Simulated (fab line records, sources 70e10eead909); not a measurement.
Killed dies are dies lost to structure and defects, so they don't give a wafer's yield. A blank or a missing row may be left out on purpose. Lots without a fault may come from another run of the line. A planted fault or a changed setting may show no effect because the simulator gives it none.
Chamber matching | flow nand_harc | NHARC_P_STI_ETCH_42 on rie_diel-09: 4 sister chambers
The step etches the open film in N2/H2, target depth 80 nm, overetch 24 nm, time 61 s. 18 wafers are shown with their chamber, then 9 later ones without.

WAFERS WITH THEIR CHAMBER
wafer  | chamber | showerhead_plenum_p_Torr (Torr) | drypump_motor_current_A (A) | rf_vpp_V (V)
L076.2 | 0       | 1.92                            | 5.9                         | 427.7
L076.4 | 3       | 1.93                            | 5.7                         | 426.3
L076.6 | 0       | 1.92                            | 5.9                         | 426.8
L079.2 | 1       | 2.04                            | 5.1                         | 430.7
L079.4 | 2       | 2.04                            | 5.2                         | 430.4
L079.6 | 1       | 2.04                            | 5.1                         | 431.9
L081.1 | 2       | 2.04                            | 5.2                         | 429.7
L081.5 | 0       | 1.92                            | 6.0                         | 427.6
L081.6 | 1       | 2.04                            | 5.1                         | 431.4
L082.1 | 1       | 2.04                            | 5.1                         | 431.7
L082.4 | 0       | 1.92                            | 6.0                         | 427.2
L082.6 | 2       | 2.04                            | 5.1                         | 429.5
L083.2 | 0       | 1.92                            | 6.0                         | 428.4
L083.3 | 2       | 2.03                            | 5.1                         | 429.9
L083.4 | 1       | 2.04                            | 5.1                         | 428.9
L085.2 | 1       | 2.04                            | 5.1                         | 430.7
L085.4 | 3       | 1.92                            | 5.7                         | 426.8
L085.5 | 3       | 1.92                            | 5.7                         | 428.0

SIGNATURES (means of the wafers above)
reading                  | chamber 0 | chamber 1 | chamber 2 | chamber 3 | scatter within a chamber
showerhead_plenum_p_Torr | 1.9200    | 2.0400    | 2.0375    | 1.9233    | 0.00318
drypump_motor_current_A  | 5.960     | 5.100     | 5.150     | 5.700     | 0.0396
rf_vpp_V                 | 427.540   | 430.883   | 429.875   | 427.033   | 0.818
Rule: a wafer's distance from a chamber is the root of the sum, over the readings, of the square of ((its reading less the chamber's mean) divided by the reading's scatter). The wafer belongs to the nearest chamber; if the next one is less than 2 further off, it can't be placed. The scatter: the root of (the sum of the squares of (reading less its chamber's mean) over the shown wafers, divided by (wafers less chambers)).

WAFERS WITHOUT THEIR CHAMBER
wafer  | showerhead_plenum_p_Torr (Torr) | drypump_motor_current_A (A) | rf_vpp_V (V)
L089.2 | 2.03                            | 5.2                         | 429.9
L089.3 | 1.92                            | 6.0                         | 426.2
L089.6 | 1.92                            | 5.7                         | 427.2
L091.2 | 1.92                            | 5.7                         | 428.5
L091.3 | 2.04                            | 5.1                         | 430.0
L091.4 | 1.92                            | 5.9                         | 427.4
L095.1 | 2.03                            | 5.1                         | 429.6
L095.3 | 2.03                            | 5.1                         | 430.3
L095.4 | 1.92                            | 5.7                         | 427.2

WHICH CHAMBER EACH WENT THROUGH
wafer  | from the rows above     | in truth
L089.2 | can't be placed: 2 or 1 | 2
L089.3 | 0                       | 0
L089.6 | 3                       | 3
L091.2 | 3                       | 3
L091.3 | can't be placed: 1 or 2 | 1
L091.4 | 0                       | 0
L095.1 | can't be placed: 2 or 1 | 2
L095.3 | can't be placed: 2 or 1 | 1
L095.4 | 3                       | 3
Placed correctly: 5 of 9. Can't be placed from these rows: 4 (the true chamber is among the candidates in 4). Placed wrongly: 0.
